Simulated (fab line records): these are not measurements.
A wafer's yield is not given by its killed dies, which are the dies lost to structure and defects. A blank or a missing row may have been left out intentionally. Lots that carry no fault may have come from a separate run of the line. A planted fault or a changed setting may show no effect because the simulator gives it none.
Problem report, 8D (eight disciplines) form, completed by code	flow nand-harc	the parts of the form that need people (team, actions taken, sign-off) are left out

1. WHAT WENT WRONG
raw-defect-count at NHARC_A_DECK1_JOINT_INSPECT_05 reads a mean of 1051 on 1 wafer of 1 lot; wafers without a fault read 398 with a standard deviation of 160. Relative to the usual mean, that is a shift of +4.1 standard deviations.
First observed at day 20 05:37: wafer L122.5, on defect-inspect-01. Wafers with a number at this step in the record: 37, from 13 lots. The rule behind "out" and "out of limits": a value lying over 4 standard deviations away from the usual mean. All remaining wafers that have a number are taken as sound.

2. WHAT IT IS; WHAT IT IS NOT
question	is	is not
which readings at this step	raw-defect-count	-
which lots	L122	L103, L104, L105, L106, L107, L108, L109, L110, L113, L123, L125, L126
which wafers of those lots	all that have a number	-
read on which gauges	defect-inspect-01	defect-inspect-02
when	from day 20 05:37	up to then (27 sound wafers); but 9 sound wafers of L123, L125, L126 came after

3. SUSPECTS, AND WHAT RULES EACH OUT
Counting: any tool at a process step up to the reading is kept as a suspect provided that every lot that is out went through it and no sound lot did after the first of them.
- the gauge at NHARC_A_DECK1_JOINT_INSPECT_05 is ruled out. All the wafers that are out were read on defect-inspect-01, but those of them that NHARC_A_DECK1_JOINT_ETCHBACK_00 has rows for are out there too, on other tools.
- rie-si-03 at NHARC_A_CHANNEL_FILL_D1_ETCHBACK_19 (etches the open film in HBr/Cl2, target depth 5 nm, time 1.7 s): ruled out as a lasting fault. Following L122 (day 17 12:41), the first lot on it that is out, the sound lots L126 were run on it.
- rie-si-05 at NHARC_A_DECK1_JOINT_ETCHBACK_00 (etches the open film in HBr, target depth 30 nm, time 17.4 s): kept. It ran the lot that is out, L122 (day 19 03:59), and no sound lot after that; its last sound lot up to then is L110 (day 14 17:17). On those wafers its own readings are out: run-length-s.
Remaining after the count: rie-si-05 at NHARC_A_DECK1_JOINT_ETCHBACK_00.

4. THE CAUSE (what the simulator had put in)
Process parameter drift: rie-si-05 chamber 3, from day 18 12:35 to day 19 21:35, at NHARC_A_DECK1_JOINT_ETCHBACK_00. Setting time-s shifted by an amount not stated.
The count eliminated every tool but this one.

5. THE CHAIN OF EFFECTS, in route order
Rows list readings where the struck wafers' mean (over those with a number) sits beyond 3 standard deviations from the usual. Scope: only readings with a usual standard deviation given in the record; hours: median across lots of the time from each lot's start at the first step in this table that gives one to its start at this step; sigmas: change in usual standard deviations.
hours	step	reading	usual	on struck wafers	change	sigmas
0	NHARC_A_DECK1_JOINT_ETCHBACK_00	run-length-s	38.8 s	42.3	+3.5	+9.5
26	NHARC_A_DECK1_JOINT_INSPECT_05	raw-defect-count	398	1051	+653	+4.1
306	NHARC_END_SORT_01	killed-at-periphery	3.1	10.0	+6.9	+3.0
Its process steps:
- NHARC_A_DECK1_JOINT_ETCHBACK_00: etches the open film in HBr, target depth 30 nm, time 17.4 s.

6. HOW IT WOULD HAVE BEEN CAUGHT EARLIER
41 hours passed between the start of the fault at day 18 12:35 and the first reading out of limits at a measuring or inspecting step in this record, taken at day 20 05:37.
At NHARC_A_DECK1_JOINT_ETCHBACK_00, the tool's own readings (run-length-s) were out on each struck wafer the step has a row for, so an alarm limit on them would have fired on the first such wafer.
The start of NHARC_A_DECK1_JOINT_ETCHBACK_00 on rie-si-05 came by day 20 05:37 for every one of the lots that are out (1). Had the tool been put on hold then, not one of them would have been saved.
